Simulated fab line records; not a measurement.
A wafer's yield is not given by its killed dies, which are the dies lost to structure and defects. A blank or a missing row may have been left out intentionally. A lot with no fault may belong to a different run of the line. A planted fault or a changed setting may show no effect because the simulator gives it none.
fab line records	flow nandHarc
[record] lots = 24	wafers = 72	lastDay = 33
route steps=1302 shown A_CONTACT@1092 A_BLC@1123 A_M0@1150
lots with no fault: from the same line, run without faults
startH: hours from the record's opening day to when the first of the lot's shown wafers began	waitH: hours elapsed since this lot's preceding step	" same as the row above	L1.1+2: one row covering several wafers at once	- value missing, or start not given	* or withheld: withheld	< > ~ a bound
route shown NAME@n: NAME is a module with steps in the file, n the number in the route of the first one	usual: the fault-free wafers' mean and standard deviation	same: alike in all rows	chamber/n: place in a boat	sites: each site's reading	_std_site: how widely they spread, as a standard deviation	_edge_site: inner sites' mean taken away from outer sites' mean	radiusMm: for every site, how far away it sits from the centre of the wafer	mask NAME#n: copy n	behind: tool/chamber where the wafer was last shaped	hold: the reason the lot was held/the length of the hold in hours/how it ended	device: whichever transistor did not switch (one of n, p or np)	end of line: the tests these same wafers got at the end of their route	a step given without rows: its recipe and nothing more	killed: the dies lost at the first sort to structure and to defects; this is not the yield of the wafer	map: shows each die of a wafer: x if killed, . if not, _ if none is there
set.NAME: the run value of the setting; set.NAME@STEP: its run value at that earlier step	model.NAME: the simulator's own value behind a step, which no gauge read
one table for each step of the route and one row for each wafer, over a sample of lots
services: the hour from which a tool's chamber was out of use, counted from the record's first day as startH (under 0 if before that day), plus the number of hours and why
[[steps]]
[step NHARC_A_CONTACT_ETCH_92]
[recipe] targetDepthA = 400	overEtchFrac = 0.5	timeS = 85.7	ionEnergyEv = 120	ch3fFlowSccm = 50	o2FlowSccm = 30	arFlowSccm = 200	rfW = 500	biasW = 100	chemistry = CH3F/O2
[usual] drypumpMotorCurrentA = 5.7/0.45	oesProductAu = 0.933/0.025	rfVppV = 244.9/1.7	showerheadPlenumPTorr = 2.50/0.1	throttleValvePct = 20.662/0.0091
[same] overEtchFrac = 0.5
lot.wafer	tool	chamber	startH	waitH	drypumpMotorCurrentA	oesProductAu	rfHoursCounterH	rfVppV	showerheadPlenumPTorr	throttleValvePct
L074.4	rieDiel-04	0	515.75	0.4	6.1	0.918	46	246.2	2.53	20.649
L074.6	"	0	"	"	6.1	0.918	-	245.6	2.53	20.677
L074.5	"	1	"	"	4.8	0.921	-	246.6	2.57	20.640
L076.4	rieDiel-13	2	531.16	0.4	5.9	0.950	1	245.0	2.45	20.651
L076.2	"	0	"	"	5.9	0.940	1	243.9	2.36	20.661
L076.6	"	3	"	"	6.6	0.934	-	241.3	2.29	20.663
L075.2	rieDiel-11	1	534.64	0.6	5.8	0.924	16	242.8	2.36	20.666
L075.1	"	3	"	"	5.4	0.948	15	245.1	2.55	20.660
L075.6	"	1	"	"	5.8	0.929	-	243.7	2.36	20.654
L077.4	rieDiel-11	3	542.17	0.4	5.4	0.930	16	247.1	2.55	20.646
L077.1	"	0	"	"	6.0	0.928	17	246.9	2.61	20.647
L077.6	"	2	"	"	5.2	0.922	-	244.3	2.53	20.658
L078.4	rieDiel-04	0	542.62	0.4	6.0	0.976	0	244.4	2.53	20.670
L078.2	"	1	"	"	4.8	1.001	0	245.7	2.57	20.652
L078.3	"	2	"	"	6.0	1.019	0	248.2	2.64	20.659
L079.4	rieDiel-13	0	557.21	0.4	5.9	0.930	10	242.8	2.36	20.673
L079.2	"	2	"	"	5.9	0.946	13	243.6	2.45	20.663
L079.6	"	1	"	"	5.6	0.928	-	247.2	2.63	20.667
L080.2	rieDiel-11	2	574.31	0.5	5.2	0.926	22	246.7	2.53	20.636
L080.5	"	0	"	"	6.0	0.916	-	247.2	2.60	20.662
L080.6	"	1	"	"	5.7	0.908	-	243.8	2.36	20.675
L081.1	rieDiel-11	0	583.74	0.5	6.0	0.929	24	247.1	2.60	20.670
L081.5	"	0	"	"	6.0	0.923	-	246.6	2.60	20.657
L081.6	"	1	"	"	5.8	0.918	-	242.6	2.36	20.664
L082.4	rieDiel-04	2	586.92	0.4	6.0	0.935	17	248.4	2.63	20.651
L082.1	"	0	"	"	6.1	0.913	16	244.1	2.52	20.666
L082.6	"	2	"	"	6.0	0.935	-	246.7	2.63	20.674
L085.4	rieDiel-11	1	627.56	0.4	5.8	0.903	2	243.2	2.36	20.656
L085.2	"	2	"	"	5.2	0.919	2	245.9	2.53	20.661
L085.5	"	2	"	"	5.2	0.912	-	245.4	2.53	20.665
L083.3	rieDiel-04	0	629.93	0.4	6.1	0.977	31	245.3	2.51	20.655
L083.4	"	1	"	"	4.8	0.997	29	246.4	2.56	20.683
L083.2	"	2	"	"	6.0	1.000	33	247.5	2.63	20.662
L086.1	rieDiel-11	2	633.11	0.5	5.2	0.927	3	246.2	2.53	20.667
L086.6	"	3	"	"	5.4	0.926	-	244.8	2.54	20.647
L086.5	"	0	"	"	6.0	0.921	-	245.8	2.60	20.668
L084.3	rieDiel-11	1	634.65	0.4	5.8	0.909	4	242.6	2.36	20.655
L084.1	"	2	"	"	5.2	0.915	3	243.7	2.53	20.661
L084.5	"	1	"	"	5.8	0.909	-	243.4	2.36	20.660
L087.3	rieDiel-04	3	653.47	0.4	6.4	0.926	43	243.1	2.36	20.666
L087.1	"	1	"	"	4.8	0.925	36	244.6	2.56	20.668
L087.5	"	3	"	"	6.4	0.922	-	243.2	2.36	20.656
L088.4	rieDiel-04	2	657.90	0.5	6.0	1.011	42	246.0	2.62	20.641
L088.2	"	0	"	"	6.1	0.975	40	245.1	2.51	20.662
L088.6	"	1	"	"	4.8	0.990	-	245.3	2.56	20.683
L089.3	rieDiel-04	0	667.44	0.4	6.0	0.906	42	244.8	2.51	20.656
L089.2	"	3	"	"	6.4	0.927	47	242.6	2.36	20.660
L089.6	"	1	"	"	4.8	0.927	-	246.3	2.55	20.659
L091.2	rieDiel-13	0	671.86	0.5	5.9	0.924	51	242.6	2.34	20.651
L091.3	"	2	"	"	5.9	0.949	56	245.0	2.43	20.668
L091.4	"	1	"	"	5.5	0.924	-	245.6	2.62	20.666
L090.1	rieDiel-11	3	673.23	0.5	5.4	0.933	7	246.6	2.54	20.656
L090.4	"	1	"	"	5.8	0.924	10	240.9	2.36	20.662
L090.5	"	3	"	"	5.4	0.942	-	244.9	2.54	20.662
L094.1	rieDiel-04	3	707.30	0.5	6.4	0.916	65	241.1	2.35	20.656
L094.4	"	1	"	"	4.8	0.919	55	244.5	2.55	20.665
L094.5	"	3	"	"	6.4	0.917	-	242.7	2.35	20.674
L093.2	rieDiel-11	3	709.34	0.5	5.4	0.933	12	244.6	2.54	20.674
L093.3	"	2	"	"	5.2	0.919	17	245.4	2.52	20.649
L093.6	"	0	"	"	5.9	0.934	-	247.0	2.59	20.671
L092.4	rieDiel-11	0	712.61	0.5	6.0	0.922	19	244.3	2.59	20.676
L092.5	"	1	"	"	5.8	0.905	-	242.9	2.35	20.670
L092.6	"	2	"	"	5.2	0.911	-	245.8	2.52	20.673
L095.3	rieDiel-11	0	720.57	0.4	6.0	0.922	21	246.0	2.59	20.672
L095.4	"	2	"	"	5.2	0.911	20	246.9	2.52	20.659
L095.1	"	3	"	"	5.4	0.949	15	245.5	2.54	20.662
L096.1	rieDiel-11	3	726.08	0.5	5.4	0.939	17	245.5	2.53	20.664
L096.3	"	3	"	"	5.4	0.941	-	246.6	2.54	20.671
L096.6	"	1	"	"	5.8	0.914	-	244.1	2.35	20.674
L097.4	rieDiel-13	3	738.90	0.4	6.6	0.925	16	247.0	2.65	20.650
L097.2	"	1	"	"	5.5	0.929	15	246.2	2.61	20.671
L097.5	"	3	"	"	6.5	0.925	-	247.7	2.65	20.660
[step NHARC_A_BLC_ETCH_18]
[recipe] targetDepthA = 9100	c4f8FlowSccm = 20	o2FlowSccm = 10	arFlowSccm = withheld	rfW = 600	biasW = 1500	chemistry = C4F8/O2/Ar
[usual] oesProductAu = 0.957/0.022	rfVppV = 974/4.8
lot.wafer	tool	chamber	startH	waitH	oesProductAu	rfHoursCounterH	rfVppV
L074.4	rieDiel-09	3	-	-	1.000	2	970
L074.6	"	1	"	"	0.968	-	978
L074.5	"	2	"	"	0.976	-	977
L076.4	rieDiel-05	2	-	-	0.936	8	973
L076.2	"	3	"	"	0.923	8	985
L076.6	"	3	"	"	0.924	-	983
L075.2	rieDiel-05	3	-	-	0.932	9	984
L075.1	"	0	"	"	0.919	8	970
L075.6	"	3	"	"	0.926	-	983
L077.4	rieDiel-05	0	-	-	0.948	9	970
L077.1	"	1	"	"	0.990	9	973
L077.6	"	0	"	"	0.956	-	969
L078.3	rieDiel-09	2	-	-	0.966	4	978
L078.4	"	3	"	"	0.984	4	970
L078.2	"	0	"	"	0.980	5	969
L079.2	rieDiel-09	2	-	-	0.979	5	977
L079.4	"	3	"	"	0.983	6	970
L079.6	"	1	"	"	0.952	-	976
L080.2	rieDiel-09	2	-	-	0.977	7	978
L080.6	"	2	"	"	0.979	-	977
L080.5	"	3	"	"	0.980	-	969
L081.1	rieDiel-08	1	-	-	0.956	14	976
L081.6	"	3	"	"	0.983	-	971
L081.5	"	0	"	"	0.991	-	978
L082.4	rieDiel-09	2	-	-	0.974	8	977
L082.1	"	3	"	"	0.992	8	969
L082.6	"	0	"	"	0.970	-	971
L085.2	rieDiel-05	2	-	-	0.955	1	971
L085.4	"	0	"	"	0.970	2	971
L085.5	"	2	"	"	0.961	-	970
L083.2	rieDiel-05	0	-	-	0.984	3	970
L083.3	"	1	"	"	0.993	2	972
L083.4	"	2	"	"	0.980	2	971
L086.1	rieDiel-05	2	-	-	0.958	2	972
L086.6	"	0	"	"	0.988	-	970
L086.5	"	1	"	"	0.988	-	971
L084.3	rieDiel-09	0	-	-	0.928	12	971
L084.1	"	3	"	"	0.924	12	971
L084.5	"	1	"	"	0.916	-	978
L087.3	rieDiel-09	0	-	-	0.926	14	970
L087.1	"	1	"	"	0.929	13	979
L087.5	"	0	"	"	0.929	-	970
L088.2	rieDiel-09	3	-	-	0.936	14	970
L088.4	"	0	"	"	0.917	14	970
L088.6	"	3	"	"	0.921	-	970
L089.3	rieDiel-09	1	-	-	0.977	15	977
L089.2	"	2	"	"	0.974	14	977
L089.6	"	3	"	"	0.974	-	969
L091.3	rieDiel-05	2	-	-	0.980	5	972
L091.2	"	3	"	"	0.952	5	985
L091.4	"	0	"	"	0.959	6	970
L090.1	rieDiel-05	0	-	-	0.965	6	970
L090.4	"	2	"	"	0.950	5	972
L090.5	"	0	"	"	0.976	-	968
L094.1	rieDiel-09	0	-	-	0.943	3	968
L094.4	"	0	"	"	0.961	-	969
L094.5	"	1	"	"	0.946	-	977
L093.3	rieDiel-09	1	-	-	0.951	4	977
L093.2	"	3	"	"	0.963	4	970
L093.6	"	3	"	"	0.962	-	969
L092.4	rieDiel-05	0	-	-	0.927	9	970
L092.6	"	0	"	"	0.935	-	971
L092.5	"	1	"	"	0.938	-	971
L095.4	rieDiel-09	0	-	-	0.951	5	970
L095.1	"	1	"	"	0.947	5	978
L095.3	"	2	"	"	0.960	3	977
L096.3	rieDiel-05	0	-	-	0.993	10	969
L096.1	"	2	"	"	0.973	10	970
L096.6	"	1	"	"	0.964	-	973
L097.2	rieDiel-05	0	-	-	0.924	11	970
L097.4	"	3	"	"	0.926	10	984
L097.5	"	0	"	"	0.912	-	971
[step NHARC_A_BLC_CD_MEAS_19]
[usual] cdNm = 100.0/2.1
lot.wafer	tool	chamber	startH	waitH	cdNm
L074.4	cdSem-03	-	520.08	-	104.4
L074.5	"	-	"	"	103.1
L074.6	"	-	"	"	101.8
L076.2	cdSem-03	-	535.56	-	100.0
L076.4	"	-	"	"	100.9
L076.6	"	-	"	"	101.0
L075.1	cdSem-03	-	539.38	-	101.4
L075.2	"	-	"	"	101.7
L075.6	"	-	"	"	98.7
L077.1	cdSem-01	-	546.48	-	100.2
L077.4	"	-	"	"	102.8
L077.6	"	-	"	"	103.9
L078.2	cdSem-02	-	546.85	-	100.1
L078.3	"	-	"	"	97.7
L078.4	"	-	"	"	102.3
L079.2	cdSem-02	-	561.55	-	100.2
L079.4	"	-	"	"	103.3
L079.6	"	-	"	"	98.2
L080.2	cdSem-01	-	578.59	-	98.0
L080.5	"	-	"	"	100.4
L080.6	"	-	"	"	99.1
L081.1	cdSem-02	-	587.91	-	94.5
L081.5	"	-	"	"	102.6
L081.6	"	-	"	"	96.8
L082.1	cdSem-03	-	591.24	-	101.4
L082.4	"	-	"	"	97.6
L082.6	"	-	"	"	97.0
L085.2	cdSem-03	-	631.90	-	98.1
L085.4	"	-	"	"	100.9
L085.5	"	-	"	"	98.6
L083.2	cdSem-03	-	635.17	-	100.0
L083.3	"	-	"	"	99.5
L083.4	"	-	"	"	99.7
L086.1	cdSem-02	-	637.39	-	102.5
L086.5	"	-	"	"	102.2
L086.6	"	-	"	"	99.3
L084.1	cdSem-03	-	638.99	-	100.5
L084.3	"	-	"	"	101.3
L084.5	"	-	"	"	96.6
L087.1	cdSem-03	-	657.74	-	99.6
L087.3	"	-	"	"	100.5
L087.5	"	-	"	"	102.1
L088.2	cdSem-01	-	662.29	-	102.5
L088.4	"	-	"	"	99.8
L088.6	"	-	"	"	104.5
L089.2	cdSem-03	-	671.80	-	101.7
L089.3	"	-	"	"	96.1
L089.6	"	-	"	"	102.6
L091.2	cdSem-03	-	676.20	-	101.4
L091.3	"	-	"	"	97.7
L091.4	"	-	"	"	101.1
L090.1	cdSem-01	-	677.55	-	100.5
L090.4	"	-	"	"	97.5
L090.5	"	-	"	"	100.8
L094.1	cdSem-03	-	711.78	-	97.1
L094.4	"	-	"	"	99.9
L094.5	"	-	"	"	100.1
L093.2	cdSem-03	-	713.85	-	100.0
L093.3	"	-	"	"	99.6
L093.6	"	-	"	"	102.8
L092.4	cdSem-03	-	716.87	-	100.9
L092.5	"	-	"	"	98.8
L092.6	"	-	"	"	99.8
L095.1	cdSem-01	-	725.56	-	99.2
L095.3	"	-	"	"	99.5
L095.4	"	-	"	"	97.0
L096.1	cdSem-03	-	733.43	-	97.7
L096.3	"	-	"	"	101.4
L096.6	"	-	"	"	101.3
L097.2	cdSem-02	-	743.66	-	100.2
L097.4	"	-	"	"	102.0
L097.5	"	-	"	"	98.7
[step NHARC_A_BLC_CVD_24]
[recipe] targetThkA = 1500	tempC = 300	pressureTorr = 40	wf6FlowSccm = 40	h2FlowSccm = 1600	arFlowSccm = 1560	timeS = 434	material = W
[usual] heaterPowerW = 456/28	throttleValvePct = 7.87/0.2
lot.wafer	tool	chamber	startH	waitH	heaterPowerW	throttleValvePct
L074.4	cvdW-02	0	-	-	445	7.72
L074.6	"	1	"	"	407	7.69
L074.5	"	0	"	"	449	7.85
L076.2	cvdW-01	0	-	-	464	8.18
L076.4	"	0	"	"	466	8.12
L076.6	"	0	"	"	473	8.08
L075.2	cvdW-01	0	-	-	458	7.63
L075.1	"	1	"	"	453	7.96
L075.6	"	1	"	"	457	7.49
L077.1	cvdW-02	0	-	-	462	7.95
L077.4	"	0	"	"	462	7.86
L077.6	"	1	"	"	417	7.82
L078.2	cvdW-02	1	-	-	408	7.92
L078.3	"	0	"	"	462	7.72
L078.4	"	1	"	"	418	8.03
L079.2	cvdW-01	1	-	-	461	7.91
L079.4	"	1	"	"	473	7.82
L079.6	"	0	"	"	452	7.66
L080.2	cvdW-01	0	-	-	462	7.69
L080.5	"	1	"	"	471	7.92
L080.6	"	0	"	"	457	8.10
L081.1	cvdW-01	0	-	-	471	7.80
L081.5	"	0	"	"	472	7.80
L081.6	"	1	"	"	474	7.37
L082.1	cvdW-02	0	-	-	458	7.92
L082.4	"	1	"	"	409	7.87
L082.6	"	0	"	"	460	8.34
L085.2	cvdW-01	0	-	-	466	8.02
L085.4	"	0	"	"	450	7.90
L085.5	"	0	"	"	459	7.83
L083.2	cvdW-01	0	-	-	461	7.95
L083.4	"	0	"	"	457	7.71
L083.3	"	1	"	"	469	8.16
L086.1	cvdW-01	1	-	-	482	7.94
L086.6	"	1	"	"	490	7.79
L086.5	"	0	"	"	474	7.96
L084.1	cvdW-01	0	-	-	460	8.10
L084.3	"	0	"	"	469	8.18
L084.5	"	1	"	"	464	7.79
L087.1	cvdW-01	0	-	-	463	8.08
L087.3	"	0	"	"	467	7.78
L087.5	"	0	"	"	461	8.22
L088.2	cvdW-02	1	-	-	407	7.82
L088.4	"	1	"	"	407	7.81
L088.6	"	1	"	"	394	7.79
L089.2	cvdW-02	0	-	-	483	7.34
L089.3	"	0	"	"	486	7.59
L089.6	"	1	"	"	402	7.87
L091.2	cvdW-02	1	-	-	406	7.91
L091.3	"	0	"	"	495	7.43
L091.4	"	1	"	"	393	7.36
L090.1	cvdW-01	1	-	-	472	8.10
L090.4	"	1	"	"	473	8.07
L090.5	"	0	"	"	459	8.13
L094.1	cvdW-01	1	-	-	480	8.00
L094.4	"	1	"	"	469	7.90
L094.5	"	0	"	"	473	7.77
L093.2	cvdW-01	1	-	-	480	8.06
L093.3	"	1	"	"	485	8.09
L093.6	"	0	"	"	470	8.14
L092.4	cvdW-02	0	-	-	478	8.03
L092.6	"	0	"	"	475	7.72
L092.5	"	1	"	"	395	7.73
L095.1	cvdW-02	1	-	-	400	7.65
L095.4	"	0	"	"	483	7.66
L095.3	"	1	"	"	390	7.63
L096.1	cvdW-02	0	-	-	480	7.90
L096.3	"	1	"	"	405	7.96
L096.6	"	0	"	"	480	7.77
L097.2	cvdW-01	1	-	-	477	8.16
L097.4	"	1	"	"	481	7.81
L097.5	"	1	"	"	468	7.77
[step NHARC_A_M0_DESCUM_14]
[recipe] timeS = 3	o2FlowSccm = 200	arFlowSccm = 0	biasPowerW = 0	chemistry = O2
[usual] drypumpMotorCurrentA = 5.7/0.47	oesProductAu = 0.993/0.0097	rfVppV = 57.9/0.86	showerheadPlenumPTorr = 1.93/0.069	throttleValvePct = 11.311/0.0093
lot.wafer	tool	chamber	startH	waitH	drypumpMotorCurrentA	oesProductAu	rfHoursCounterH	rfVppV	showerheadPlenumPTorr	throttleValvePct
L074.4	rieDiel-02	3	523.03	0.1	5.6	1.001	6	56.5	1.81	11.327
L074.6	"	0	"	"	5.1	1.000	-	57.6	1.88	11.307
L074.5	"	1	"	"	5.6	0.998	-	57.9	2.00	11.312
L076.2	rieDiel-06	1	538.62	0.1	5.4	1.004	2	58.5	2.02	11.319
L076.4	"	3	"	"	5.8	0.985	1	57.9	1.99	11.325
L076.6	"	1	"	"	5.4	1.004	-	57.9	2.02	11.314
L075.1	rieDiel-06	2	542.47	0.1	6.7	0.979	2	57.5	1.86	11.298
L075.2	"	0	"	"	5.7	0.999	2	58.0	1.91	11.313
L075.6	"	3	"	"	5.8	0.989	-	57.8	1.99	11.292
L077.4	rieDiel-06	0	549.56	0.1	5.7	1.011	2	57.3	1.91	11.309
L077.1	"	1	"	"	5.4	0.991	2	57.6	2.02	11.308
L077.6	"	2	"	"	6.7	0.974	-	56.1	1.86	11.300
L078.2	rieDiel-06	3	550.53	0.1	5.8	0.982	2	59.3	1.99	11.317
L078.4	"	0	"	"	5.6	1.003	2	58.3	1.91	11.299
L078.3	"	2	"	"	6.7	0.984	2	57.3	1.86	11.322
L079.4	rieDiel-02	3	564.63	0.1	5.6	1.009	8	56.6	1.81	11.305
L079.2	"	0	"	"	5.1	0.998	8	57.2	1.88	11.303
L079.6	"	3	"	"	5.6	1.004	-	57.2	1.81	11.321
L080.2	rieDiel-02	3	581.67	0.1	5.6	1.005	0	57.3	1.81	11.316
L080.6	"	1	"	"	5.6	0.991	-	59.3	2.00	11.301
L080.5	"	2	"	"	6.1	1.001	-	57.2	1.95	11.302
L081.1	rieDiel-02	1	590.85	0.1	5.6	0.989	0	57.8	2.00	11.317
L081.6	"	1	"	"	5.6	0.996	-	57.9	2.00	11.308
L081.5	"	2	"	"	6.1	1.000	-	58.4	1.95	11.315
L082.4	rieDiel-02	0	594.38	0.1	5.1	0.986	1	58.0	1.88	11.317
L082.1	"	2	"	"	6.1	0.993	1	57.8	1.95	11.316
L082.6	"	0	"	"	5.1	0.977	-	56.5	1.88	11.334
L085.2	rieDiel-02	2	634.87	0.1	6.1	1.010	2	59.0	1.95	11.314
L085.5	"	3	"	"	5.6	1.010	-	57.2	1.81	11.304
L085.4	"	0	"	"	5.1	0.990	-	58.3	1.88	11.317
L083.3	rieDiel-02	3	638.84	0.1	5.6	0.998	4	57.8	1.81	11.312
L083.2	"	0	"	"	5.1	0.993	4	57.4	1.88	11.322
L083.4	"	2	"	"	6.1	0.998	-	57.7	1.95	11.306
L086.1	rieDiel-07	2	640.44	0.1	5.9	0.997	10	58.2	2.03	11.292
L086.5	"	1	"	"	4.7	1.012	-	58.6	2.01	11.281
L086.6	"	2	"	"	5.9	0.998	-	58.8	2.03	11.300
L084.3	rieDiel-07	1	642.05	0.1	4.7	1.014	7	58.4	2.01	11.318
L084.1	"	0	"	"	5.5	1.004	8	59.0	1.88	11.315
L084.5	"	1	"	"	4.7	1.000	-	58.9	2.01	11.313
L087.1	rieDiel-06	0	660.79	0.1	5.7	0.989	8	58.2	1.91	11.306
L087.3	"	2	"	"	6.7	0.971	7	57.6	1.86	11.325
L087.5	"	0	"	"	5.7	0.993	-	60.1	1.91	11.309
L088.2	rieDiel-07	0	665.36	0.1	5.5	0.993	1	56.5	1.88	11.297
L088.4	"	2	"	"	5.9	0.982	1	58.4	2.03	11.318
L088.6	"	0	"	"	5.5	0.999	-	59.2	1.88	11.322
L089.3	rieDiel-02	0	674.95	0.1	5.1	0.998	8	58.0	1.88	11.313
L089.2	"	1	"	"	5.6	0.990	6	58.3	2.00	11.321
L089.6	"	1	"	"	5.6	0.974	-	58.5	2.00	11.316
L091.4	rieDiel-06	2	679.39	0.1	6.7	0.973	0	59.3	1.86	11.309
L091.2	"	3	"	"	5.8	0.988	0	57.5	1.99	11.313
L091.3	"	0	"	"	5.7	0.988	0	59.3	1.91	11.309
L090.1	rieDiel-07	2	680.60	0.1	5.9	0.986	2	57.1	2.03	11.313
L090.5	"	0	"	"	5.5	0.993	-	57.5	1.88	11.333
L090.4	"	2	"	"	5.9	0.993	-	58.2	2.03	11.308
L094.1	rieDiel-07	1	715.07	0.1	4.7	0.986	3	57.2	2.01	11.318
L094.4	"	2	"	"	5.9	0.992	4	58.6	2.03	11.335
L094.5	"	1	"	"	4.7	0.994	-	56.6	2.01	11.317
L093.3	rieDiel-07	1	716.81	0.1	4.7	1.010	3	59.0	2.01	11.311
L093.2	"	2	"	"	5.9	0.992	4	57.9	2.02	11.313
L093.6	"	3	"	"	6.3	0.998	-	58.7	1.93	11.304
L092.4	rieDiel-06	0	719.95	0.1	5.7	0.994	2	58.7	1.91	11.309
L092.6	"	3	"	"	5.8	0.985	-	59.0	1.99	11.310
L092.5	"	0	"	"	5.7	0.985	-	58.0	1.91	11.311
L095.1	rieDiel-02	0	728.65	0.1	5.1	0.977	11	56.9	1.88	11.314
L095.4	"	1	"	"	5.6	0.992	8	57.2	2.00	11.315
L095.3	"	3	"	"	5.7	1.008	10	56.8	1.81	11.315
L096.3	rieDiel-02	0	736.55	0.1	5.1	0.984	12	58.5	1.88	11.311
L096.1	"	2	"	"	6.1	0.998	9	58.2	1.95	11.319
L096.6	"	0	"	"	5.1	0.998	-	56.5	1.88	11.311
L097.4	rieDiel-06	3	746.76	0.1	5.8	0.979	3	59.1	1.99	11.307
L097.2	"	0	"	"	5.7	0.985	3	57.4	1.91	11.326
L097.5	"	0	"	"	5.7	0.980	-	56.9	1.91	11.306
[step NHARC_A_M0_PRE_CLEAN_29]
[recipe] timeS = 30	tempC = 280	gas = H2/He
[usual] heaterPowerW = 416/33
lot.wafer	tool	chamber	startH	waitH	heaterPowerW
L074.4	pvdSputter-03	-	-	-	409
L074.6	"	-	"	"	421
L074.5	"	-	"	"	457
L076.2	pvdSputter-02	-	-	-	398
L076.4	"	-	"	"	479
L076.6	"	-	"	"	401
L075.1	pvdSputter-01	-	-	-	434
L075.2	"	-	"	"	345
L075.6	"	-	"	"	382
L077.1	pvdSputter-02	-	-	-	390
L077.4	"	-	"	"	422
L077.6	"	-	"	"	448
L078.3	pvdSputter-01	-	-	-	391
L078.4	"	-	"	"	428
L078.2	"	-	"	"	414
L079.2	pvdSputter-01	-	-	-	381
L079.4	"	-	"	"	349
L079.6	"	-	"	"	451
L080.2	pvdSputter-02	-	-	-	470
L080.6	"	-	"	"	440
L080.5	"	-	"	"	484
L081.1	pvdSputter-03	-	-	-	385
L081.6	"	-	"	"	427
L081.5	"	-	"	"	460
L082.1	pvdSputter-01	-	-	-	410
L082.4	"	-	"	"	389
L082.6	"	-	"	"	352
L085.2	pvdSputter-01	-	-	-	389
L085.4	"	-	"	"	442
L085.5	"	-	"	"	340
L083.4	pvdSputter-03	-	-	-	436
L083.3	"	-	"	"	402
L083.2	"	-	"	"	425
L086.1	pvdSputter-01	-	641.50	0.0	406
L086.6	"	-	"	"	390
L086.5	"	-	"	"	351
L084.3	pvdSputter-03	-	-	-	390
L084.1	"	-	"	"	424
L084.5	"	-	"	"	400
L087.1	pvdSputter-02	-	-	-	450
L087.3	"	-	"	"	408
L087.5	"	-	"	"	444
L088.2	pvdSputter-01	-	-	-	355
L088.4	"	-	"	"	454
L088.6	"	-	"	"	391
L089.2	pvdSputter-03	-	676.04	0.1	444
L089.3	"	-	"	"	391
L089.6	"	-	"	"	449
L091.4	pvdSputter-03	-	680.47	0.1	413
L091.3	"	-	"	"	417
L091.2	"	-	"	"	446
L090.1	pvdSputter-03	-	681.69	0.0	428
L090.4	"	-	"	"	387
L090.5	"	-	"	"	455
L094.4	pvdSputter-02	-	-	-	449
L094.1	"	-	"	"	432
L094.5	"	-	"	"	427
L093.2	pvdSputter-03	-	-	-	459
L093.3	"	-	"	"	387
L093.6	"	-	"	"	415
L092.4	pvdSputter-01	-	-	-	447
L092.5	"	-	"	"	344
L092.6	"	-	"	"	453
L095.4	pvdSputter-02	-	-	-	468
L095.3	"	-	"	"	419
L095.1	"	-	"	"	437
L096.1	pvdSputter-02	-	-	-	461
L096.3	"	-	"	"	431
L096.6	"	-	"	"	425
L097.2	pvdSputter-03	-	-	-	462
L097.4	"	-	"	"	424
L097.5	"	-	"	"	395
[[services]]
tool	chamber	startH	hours	kind
rieDiel-09	-	497.10	9.0	pm
cvdW-01	0	510.62	3.7	repair
rieDiel-11	0	533.94	3.5	repair
cvdW-01	-	547.02	13.0	pm
rieDiel-09	1	550.33	3.0	repair
rieDiel-02	2	557.33	5.3	repair
rieDiel-02	-	571.02	9.0	pm
rieDiel-05	0	571.64	6.3	repair
cvdW-01	-	576.62	2.2	repair
rieDiel-05	-	583.60	9.0	pm
rieDiel-09	0	593.24	2.8	repair
rieDiel-05	-	602.54	0.4	repair
rieDiel-11	-	609.67	9.0	pm
rieDiel-05	1	638.40	4.0	repair
rieDiel-11	3	648.17	8.8	repair
rieDiel-09	-	674.10	9.0	pm
rieDiel-11	3	676.77	15.5	repair
rieDiel-05	3	681.41	13.1	repair
rieDiel-11	1	690.05	7.9	repair
rieDiel-09	2	701.99	12.4	repair
cvdW-01	0	716.08	9.1	repair
rieDiel-11	0	722.04	6.5	repair
cvdW-01	-	728.02	13.0	pm
rieDiel-11	1	736.32	16.2	repair
[[key]]
fault none
